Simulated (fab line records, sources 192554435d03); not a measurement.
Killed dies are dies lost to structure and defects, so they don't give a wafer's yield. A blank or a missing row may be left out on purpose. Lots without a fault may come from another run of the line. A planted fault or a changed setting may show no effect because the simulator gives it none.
fab line records | flow n5_finfet | part 1 of 2: steps 1 to 4 of 6
record lots=24 wafers=72 last_day=21
route steps=1938 shown MOL_CONTACT_COAG@613 BEOL_M0_SAQP@634
lots that met no fault: from a run of the same line without faults
start_h: hours from the record's first day to the start of the lot's first wafer shown | wait_h: hours since the lot's step before | " the same as in the row above | L1.1+2: a row that stands for several wafers | - no value, or no start given | * or withheld: withheld | < > ~ a bound
route shown NAME@n: a module of which the file shows steps, and the number in the route of the first | usual: mean/standard deviation of fault-free wafers | same: alike in all rows | chamber/n: place in a boat | sites: the reading at each site | _std_site: their standard deviation | _edge_site: outer sites' mean less inner sites' | radius_mm: how far each site lies from the wafer's centre | mask NAME#n: copy n | behind: the tool/chamber that last shaped the wafer | hold: why the lot was held/for how many hours/how that ended | device: the transistor (n, p or np) that didn't switch | end of line: the same wafers' tests at the end of the route | a step without rows: its recipe alone | killed: dies lost to structure and defects at the first sort, not the wafer's yield | map: a wafer's dies, x killed, . not, _ none there
set.NAME: the setting as run; set.NAME@STEP: as run at that earlier step | model.NAME: the simulator's own value behind a step, which no gauge read
steps of the route over a sample of lots; a table a step, a row a wafer
services: from which hour (start_h, from the record's first day; less than 0 if before it) a tool's chamber was out of use, for how many hours, and why
## steps
# step N5_MOL_CONTACT_COAG_ETCHBACK_136
# recipe chemistry=CHF3 target=SiO2 target_depth_a=250 time_s=16.7 ion_energy_ev=200 pressure_mtorr=30 source_w=610 bias_w=170 Ar_flow_sccm=200 CHF3_flow_sccm=50
# usual drypump_motor_current_A=5.69/0.19 oes_product_au=0.79/0.079 rf_vpp_V=524/21 showerhead_plenum_p_Torr=2.37/0.068 throttle_valve_pct=18.78/0.17
# columns lot.wafer tool chamber start_h wait_h drypump_motor_current_A oes_product_au rf_hours_counter_h rf_vpp_V showerhead_plenum_p_Torr throttle_valve_pct
L074.1 rie_diel-03 2 96.99 0.0 5.97 0.76 145 523 2.47 18.70
L074.4 " 1 " " 5.78 0.82 - 498 2.31 18.84
L074.6 " 2 " " 5.95 0.75 - 523 2.47 18.69
L075.2 rie_diel-01 1 102.77 0.0 5.55 0.90 40 564 2.52 18.74
L075.3 " 2 " " 5.63 0.77 134 547 2.39 19.09
L075.4 " 3 " " 5.83 0.69 221 545 2.35 18.65
L076.2 rie_diel-03 1 115.69 0.0 5.78 0.82 89 500 2.31 18.84
L076.4 " 0 " " 5.53 0.73 - 504 2.36 18.70
L076.6 " 1 " " 5.77 0.81 - 501 2.31 18.84
L077.2 rie_diel-03 0 117.86 0.0 5.51 0.72 182 502 2.36 18.71
L077.3 " 3 " " 5.64 0.80 107 514 2.31 18.70
L077.5 " 3 " " 5.65 0.81 - 514 2.31 18.71
L078.2 rie_diel-01 3 122.46 0.0 5.85 0.69 225 543 2.35 18.64
L078.4 " 2 " " 5.65 0.76 139 547 2.39 19.12
L078.5 " 3 " " 5.87 0.69 - 545 2.35 18.66
L080.2 rie_diel-03 2 140.62 0.0 5.95 0.75 154 522 2.46 18.71
L080.4 " 3 " " 5.66 0.80 111 513 2.31 18.69
L080.5 " 3 " " 5.65 0.80 - 514 2.31 18.72
L079.4 rie_diel-03 0 141.08 0.0 5.54 0.72 186 502 2.36 18.72
L079.5 " 2 " " 5.96 0.75 - 523 2.46 18.70
L079.6 " 3 " " 5.65 0.80 - 514 2.31 18.72
L082.3 rie_diel-01 0 143.97 0.0 5.74 0.85 73 496 2.33 18.69
L082.4 " 1 " " 5.56 0.86 51 562 2.52 18.78
L082.6 " 1 " " 5.57 0.86 - 561 2.52 18.77
L081.3 rie_diel-01 3 144.66 0.0 5.84 0.69 232 543 2.34 18.66
L081.5 " 2 " " 5.65 0.76 - 546 2.38 19.10
L081.6 " 1 " " 5.55 0.88 - 563 2.52 18.77
L083.2 rie_diel-01 0 151.74 0.0 5.75 0.85 76 496 2.33 18.70
L083.3 " 3 " " 5.86 0.68 234 543 2.34 18.66
L083.6 " 3 " " 5.89 0.68 - 545 2.34 18.66
L084.1 rie_diel-04 0 161.64 0.0 5.87 0.97 6 529 2.34 18.75
L084.4 " 3 " " 5.22 0.74 - 537 2.44 18.94
L084.5 " 0 " " 5.85 0.95 - 529 2.34 18.73
L085.2 rie_diel-03 0 169.40 0.0 5.52 0.70 195 503 2.35 18.72
L085.3 " 3 " " 5.68 0.79 121 513 2.31 18.73
L085.4 " 1 " " 5.79 0.81 105 499 2.31 18.88
L086.2 rie_diel-01 1 174.19 0.0 5.53 0.84 63 563 2.51 18.78
L086.3 " 2 " " 5.64 0.74 158 544 2.38 19.13
L086.4 " 0 " " 5.75 0.83 85 495 2.32 18.73
L087.1 rie_diel-03 2 174.98 0.0 5.96 0.73 166 523 2.46 18.72
L087.2 " 1 " " 5.77 0.80 107 501 2.31 18.87
L087.6 " 2 " " 5.97 0.73 - 522 2.46 18.72
L088.2 rie_diel-04 0 181.57 0.0 5.89 0.94 15 529 2.33 18.77
L088.5 " 1 " " 5.88 0.99 - 533 2.31 18.34
L088.6 " 2 " " 5.43 0.69 - 535 2.44 18.78
L089.1 rie_diel-03 3 189.14 0.0 5.65 0.77 130 514 2.31 18.76
L089.2 " 1 " " 5.77 0.79 113 498 2.30 18.88
L089.4 " 2 " " 5.98 0.74 173 521 2.46 18.74
L090.3 rie_diel-01 1 199.76 0.0 5.56 0.84 73 564 2.51 18.80
L090.4 " 1 " " 5.56 0.84 - 563 2.51 18.79
L090.6 " 0 " " 5.75 0.82 - 495 2.32 18.75
L091.3 rie_diel-04 0 203.15 0.0 5.86 0.92 22 529 2.33 18.78
L091.4 " 2 " " 5.40 0.67 247 534 2.44 18.81
L091.5 " 1 " " 5.89 0.94 - 530 2.31 18.34
L092.2 rie_diel-04 0 207.68 0.0 5.87 0.91 25 529 2.33 18.78
L092.3 " 1 " " 5.94 0.94 12 530 2.31 18.38
L092.5 " 0 " " 5.87 0.92 - 529 2.33 18.79
L093.2 rie_diel-03 1 212.79 0.0 5.76 0.78 123 498 2.30 18.91
L093.3 " 0 " " 5.51 0.69 212 503 2.35 18.76
L093.6 " 2 " " 5.94 0.72 - 522 2.45 18.75
L094.2 rie_diel-03 1 224.39 0.0 5.76 0.78 127 500 2.30 18.90
L094.3 " 3 " " 5.66 0.76 143 513 2.30 18.77
L094.4 " 2 " " 5.96 0.71 186 522 2.45 18.74
L095.1 rie_diel-04 3 227.72 0.0 5.23 0.72 185 537 2.43 18.98
L095.2 " 2 " " 5.40 1.01 1 534 2.44 18.46
L095.6 " 3 " " 5.23 0.72 - 537 2.43 18.98
L096.1 rie_diel-03 1 231.48 0.0 5.78 0.78 129 499 2.30 18.93
L096.2 " 3 " " 5.69 0.77 145 514 2.30 18.77
L096.5 " 1 " " 5.78 0.78 - 498 2.30 18.92
L097.4 rie_diel-01 3 237.45 0.0 5.89 0.94 7 543 2.34 18.28
L097.5 " 2 " " 5.64 0.72 - 545 2.37 19.16
L097.6 " 3 " " 5.88 0.94 - 546 2.34 18.29
# step N5_BEOL_M0_SAQP_HM_DEP_02
# recipe material=TiN target_thk_a=120 temp_c=25 chamber_pressure_pa=0.49996
# usual throttle_valve_pct=29.9/0.73
# columns lot.wafer tool chamber start_h wait_h throttle_valve_pct
L074.1 pvd_sputter-03 - 103.73 0.9 31.3
L074.4 " - " " 30.2
L074.6 " - " " 30.6
L075.2 pvd_sputter-03 - 109.64 2.3 30.4
L075.3 " - " " 31.2
L075.4 " - " " 29.5
L076.2 pvd_sputter-01 - 126.71 6.4 31.3
L076.4 " - " " 29.4
L076.6 " - " " 29.7
L077.2 pvd_sputter-01 - 127.07 3.7 31.1
L077.3 " - " " 29.4
L077.5 " - " " 29.5
L078.2 pvd_sputter-02 - 127.36 0.4 29.8
L078.4 " - " " 29.5
L078.5 " - " " 30.3
L080.2 pvd_sputter-01 - 145.47 0.3 29.7
L080.4 " - " " 29.3
L080.5 " - " " 29.2
L079.4 pvd_sputter-01 - 150.37 2.2 31.1
L079.5 " - " " 29.7
L079.6 " - " " 29.6
L082.3 pvd_sputter-02 - 151.45 0.3 29.4
L082.4 " - " " 30.2
L082.6 " - " " 29.4
L081.3 pvd_sputter-02 - 152.27 1.1 29.4
L081.5 " - " " 29.7
L081.6 " - " " 29.6
L083.2 pvd_sputter-02 - 158.99 2.7 29.5
L083.3 " - " " 30.6
L083.6 " - " " 29.4
L084.1 pvd_sputter-01 - 167.63 1.4 29.2
L084.4 " - " " 31.0
L084.5 " - " " 30.8
L085.2 pvd_sputter-02 - 175.31 1.2 30.4
L085.3 " - " " 29.5
L085.4 " - " " 29.6
L086.2 pvd_sputter-01 - 179.50 0.6 29.6
L086.3 " - " " 31.2
L086.4 " - " " 29.5
L087.1 pvd_sputter-03 - 183.14 1.3 31.2
L087.2 " - " " 28.9
L087.6 " - " " 31.2
L088.2 pvd_sputter-03 - 186.70 0.5 30.3
L088.5 " - " " 31.1
L088.6 " - " " 30.4
L089.1 pvd_sputter-01 - 194.51 0.8 29.8
L089.2 " - " " 29.6
L089.4 " - " " 29.4
L090.3 pvd_sputter-01 - 204.77 0.4 31.0
L090.4 " - " " 29.9
L090.6 " - " " 29.4
L091.3 pvd_sputter-03 - 209.74 1.7 30.3
L091.4 " - " " 31.2
L091.5 " - " " 30.1
L092.2 pvd_sputter-03 - 213.84 1.6 28.9
L092.3 " - " " 30.3
L092.5 " - " " 28.9
L093.2 pvd_sputter-03 - 218.29 0.9 28.5
L093.3 " - " " 29.5
L093.6 " - " " 28.7
L094.2 pvd_sputter-03 - 230.32 1.2 29.0
L094.3 " - " " 31.1
L094.4 " - " " 30.4
L095.1 pvd_sputter-03 - 235.79 3.2 29.4
L095.2 " - " " 30.3
L095.6 " - " " 29.5
L096.1 pvd_sputter-01 - 236.37 0.0 29.6
L096.2 " - " " 31.0
L096.5 " - " " 29.4
L097.4 pvd_sputter-02 - 243.99 2.0 29.1
L097.5 " - " " 29.9
L097.6 " - " " 29.6
# step N5_BEOL_M0_SAQP_PECVD_03
# recipe material=SiCN target_thk_a=120 temp_c=withheld precursor=3MS/NH3 pressure_torr=3 rf_w=202 time_s=21.1
# usual chamber_pressure_Torr=3.000/0.007 showerhead_plenum_p_Torr=3.663/0.011 throttle_valve_pct=8.9/0.53
# columns lot.wafer tool chamber start_h wait_h chamber_pressure_Torr showerhead_plenum_p_Torr throttle_valve_pct
L074.1 pecvd-01 1 103.86 0.1 3.002 3.674 8.6
L074.4 " 2 " " 2.984 3.664 8.4
L074.6 " 0 " " 3.008 3.658 9.8
L075.2 pecvd-01 0 109.76 0.1 3.005 3.654 9.7
L075.3 " 2 " " 3.013 3.656 8.5
L075.4 " 2 " " 2.999 3.661 8.5
L076.2 pecvd-02 2 126.84 0.1 2.997 3.654 8.1
L076.4 " 2 " " 2.995 3.657 8.3
L076.6 " 0 " " 3.003 3.667 8.8
L077.2 pecvd-02 1 127.19 0.1 3.007 3.672 9.2
L077.3 " 0 " " 2.989 3.665 8.5
L077.5 " 1 " " 3.001 3.665 9.4
L078.2 pecvd-02 1 127.48 0.1 3.005 3.675 9.3
L078.4 " 2 " " 2.998 3.654 8.2
L078.5 " 0 " " 3.009 3.664 8.5
L080.2 pecvd-03 1 145.59 0.1 3.002 3.651 9.4
L080.4 " 1 " " 2.991 3.654 9.3
L080.5 " 0 " " 2.997 3.677 9.8
L079.4 pecvd-03 1 150.52 0.1 2.992 3.653 9.2
L079.5 " 0 " " 2.997 3.676 9.4
L079.6 " 2 " " 2.995 3.659 8.4
L082.3 pecvd-03 1 151.57 0.1 2.994 3.650 9.2
L082.4 " 1 " " 2.993 3.662 9.3
L082.6 " 0 " " 2.993 3.689 9.6
L081.3 pecvd-01 1 152.40 0.1 2.998 3.677 8.5
L081.5 " 1 " " 3.004 3.675 8.4
L081.6 " 0 " " 3.000 3.659 9.8
L083.2 pecvd-01 1 159.11 0.1 2.991 3.682 8.1
L083.3 " 0 " " 2.989 3.652 9.7
L083.6 " 1 " " 2.996 3.676 8.7
L084.1 pecvd-02 0 167.75 0.1 3.007 3.666 8.8
L084.4 " 2 " " 2.990 3.646 8.4
L084.5 " 0 " " 3.006 3.679 8.7
L085.2 pecvd-02 2 175.43 0.1 2.993 3.644 8.2
L085.3 " 1 " " 3.003 3.665 9.2
L085.4 " 2 " " 2.997 3.656 8.6
L086.2 pecvd-01 2 179.62 0.1 3.009 3.659 8.8
L086.3 " 0 " " 3.007 3.654 9.9
L086.4 " 2 " " 3.001 3.670 8.5
L087.1 pecvd-01 0 183.26 0.1 2.999 3.656 9.7
L087.2 " 1 " " 2.988 3.664 8.3
L087.6 " 1 " " 3.006 3.674 8.5
L088.2 pecvd-01 2 186.82 0.1 2.999 3.669 8.5
L088.5 " 0 " " 3.020 3.652 9.6
L088.6 " 1 " " 3.006 3.678 8.4
L089.1 pecvd-02 0 194.63 0.1 2.995 3.658 8.5
L089.2 " 2 " " 3.000 3.647 8.6
L089.4 " 1 " " 3.002 3.667 9.1
L090.3 pecvd-03 2 204.91 0.1 3.003 3.647 8.5
L090.4 " 0 " " 2.994 3.679 9.5
L090.6 " 0 " " 2.996 3.673 9.5
L091.3 pecvd-03 2 209.88 0.1 2.999 3.658 8.5
L091.4 " 0 " " 3.005 3.672 9.7
L091.5 " 2 " " 3.002 3.649 8.6
L092.2 pecvd-02 1 213.96 0.1 3.011 3.675 9.5
L092.3 " 0 " " 2.998 3.662 8.9
L092.5 " 0 " " 3.001 3.656 8.6
L093.2 pecvd-02 0 218.41 0.1 2.997 3.664 8.7
L093.3 " 2 " " 3.004 3.648 8.6
L093.6 " 0 " " 3.004 3.666 8.7
L094.2 pecvd-02 0 230.44 0.1 3.006 3.668 8.4
L094.3 " 2 " " 3.006 3.652 8.2
L094.4 " 1 " " 3.004 3.671 9.5
L095.1 pecvd-02 0 235.91 0.1 2.991 3.660 8.4
L095.2 " 2 " " 3.002 3.650 8.4
L095.6 " 2 " " 3.002 3.649 8.4
L096.1 pecvd-02 0 236.49 0.1 3.003 3.656 8.6
L096.2 " 2 " " 2.990 3.654 8.3
L096.5 " 2 " " 3.001 3.641 8.3
L097.4 pecvd-01 2 244.12 0.1 3.007 3.660 8.7
L097.5 " 1 " " 3.001 3.676 8.4
L097.6 " 0 " " 3.009 3.646 9.7
# step N5_BEOL_M0_SAQP_THK_MEAS_05
# usual thk_nm=60.3/0.98
# columns lot.wafer tool chamber start_h wait_h thk_nm
L074.1 film_metro-01 - 104.07 0.1 59.5
L074.4 " - " " 60.8
L074.6 " - " " 59.6
L075.2 film_metro-02 - 109.97 0.1 58.5
L075.3 " - " " 60.2
L075.4 " - " " 61.1
L076.2 film_metro-02 - 127.06 0.1 59.3
L076.4 " - " " 61.3
L076.6 " - " " 62.4
L077.2 film_metro-02 - 127.40 0.1 59.6
L077.3 " - " " 61.3
L077.5 " - " " 61.7
L078.2 film_metro-02 - 127.70 0.1 59.7
L078.4 " - " " 60.3
L078.5 " - " " 61.7
L080.2 film_metro-02 - 145.80 0.1 59.1
L080.4 " - " " 59.2
L080.5 " - " " 59.8
L079.4 film_metro-01 - 150.72 0.0 58.8
L079.5 " - " " 59.3
L079.6 " - " " 59.9
L082.3 film_metro-01 - 151.78 0.1 59.5
L082.4 " - " " 60.7
L082.6 " - " " 59.9
L081.3 film_metro-02 - 152.69 0.1 60.6
L081.5 " - " " 59.4
L081.6 " - " " 60.0
L083.2 film_metro-01 - 159.33 0.1 59.4
L083.3 " - " " 59.4
L083.6 " - " " 60.3
L084.1 film_metro-02 - 167.97 0.1 61.3
L084.4 " - " " 60.2
L084.5 " - " " 61.7
L085.2 film_metro-02 - 175.69 0.1 59.6
L085.3 " - " " 61.5
L085.4 " - " " 61.6
L086.2 film_metro-02 - 179.84 0.1 60.5
L086.3 " - " " 60.0
L086.4 " - " " 61.3
L087.1 film_metro-01 - 183.47 0.1 59.6
L087.2 " - " " 59.1
L087.6 " - " " 60.9
L088.2 film_metro-01 - 187.03 0.1 59.6
L088.5 " - " " 60.0
L088.6 " - " " 61.0
L089.1 film_metro-02 - 194.84 0.1 61.1
L089.2 " - " " 60.3
L089.4 " - " " 60.6
L090.3 film_metro-02 - 205.19 0.1 60.4
L090.4 " - " " 59.0
L090.6 " - " " 59.1
L091.3 film_metro-01 - 210.18 0.1 61.0
L091.4 " - " " 60.7
L091.5 " - " " 61.3
L092.2 film_metro-02 - 214.17 0.1 59.5
L092.3 " - " " 61.3
L092.5 " - " " 61.2
L093.2 film_metro-02 - 218.71 0.1 61.3
L093.3 " - " " 59.9
L093.6 " - " " 62.6
L094.2 film_metro-01 - 230.65 0.1 61.6
L094.3 " - " " 60.1
L094.4 " - " " 60.4
L095.1 film_metro-02 - 236.12 0.1 59.9
L095.2 " - " " 58.6
L095.6 " - " " 60.2
L096.1 film_metro-02 - 236.70 0.1 60.9
L096.2 " - " " 60.2
L096.5 " - " " 60.7
L097.4 film_metro-01 - 244.32 0.0 61.1
L097.5 " - " " 61.2
L097.6 " - " " 60.5
